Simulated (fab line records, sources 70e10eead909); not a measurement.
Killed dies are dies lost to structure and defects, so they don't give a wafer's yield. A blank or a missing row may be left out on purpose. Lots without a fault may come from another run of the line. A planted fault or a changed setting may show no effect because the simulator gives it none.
Chamber matching | flow nand_harc | NHARC_P_M0_DESCUM_14 on rie_diel-03: 4 sister chambers
The step chemistry O2, time 3 s. 14 wafers are shown with their chamber, then 7 later ones without.

WAFERS WITH THEIR CHAMBER
wafer  | chamber | showerhead_plenum_p_Torr (Torr) | drypump_motor_current_A (A) | oes_product_au (a.u.)
L076.1 | 2       | 1.95                            | 6.0                         | 0.990
L076.2 | 0       | 1.79                            | 6.0                         | 0.987
L076.5 | 3       | 1.79                            | 5.7                         | 1.004
L079.1 | 1       | 1.96                            | 5.8                         | 0.985
L079.3 | 0       | 1.78                            | 6.0                         | 0.992
L079.4 | 3       | 1.79                            | 5.7                         | 1.010
L081.1 | 2       | 1.95                            | 6.0                         | 0.990
L081.4 | 3       | 1.79                            | 5.7                         | 0.998
L081.6 | 2       | 1.95                            | 6.1                         | 0.988
L082.2 | 1       | 1.96                            | 5.8                         | 0.990
L082.3 | 3       | 1.79                            | 5.7                         | 1.009
L082.5 | 0       | 1.78                            | 6.0                         | 1.004
L085.1 | 1       | 1.95                            | 5.7                         | 0.981
L085.3 | 2       | 1.95                            | 6.1                         | 1.008

SIGNATURES (means of the wafers above)
reading                  | chamber 0 | chamber 1 | chamber 2 | chamber 3 | scatter within a chamber
showerhead_plenum_p_Torr | 1.7833    | 1.9567    | 1.9500    | 1.7900    | 0.00365
drypump_motor_current_A  | 6.000     | 5.767     | 6.050     | 5.700     | 0.0408
oes_product_au           | 0.99433   | 0.98533   | 0.99400   | 1.00525   | 0.0074
Rule: a wafer's distance from a chamber is the root of the sum, over the readings, of the square of ((its reading less the chamber's mean) divided by the reading's scatter). The wafer belongs to the nearest chamber; if the next one is less than 2 further off, it can't be placed. The scatter: the root of (the sum of the squares of (reading less its chamber's mean) over the shown wafers, divided by (wafers less chambers)).

WAFERS WITHOUT THEIR CHAMBER
wafer  | showerhead_plenum_p_Torr (Torr) | drypump_motor_current_A (A) | oes_product_au (a.u.)
L085.5 | 1.96                            | 5.7                         | 0.995
L095.1 | 1.95                            | 5.8                         | 0.983
L095.4 | 1.78                            | 5.7                         | 1.002
L095.5 | 1.94                            | 6.0                         | 1.011
L096.1 | 1.78                            | 6.0                         | 1.000
L096.2 | 1.95                            | 5.7                         | 0.995
L096.6 | 1.94                            | 6.0                         | 1.011

WHICH CHAMBER EACH WENT THROUGH
wafer  | from the rows above | in truth
L085.5 | 1                   | 1
L095.1 | 1                   | 1
L095.4 | 3                   | 3
L095.5 | 2                   | 2
L096.1 | 0                   | 0
L096.2 | 1                   | 1
L096.6 | 2                   | 2
Placed correctly: 7 of 7. Can't be placed from these rows: 0. Placed wrongly: 0.
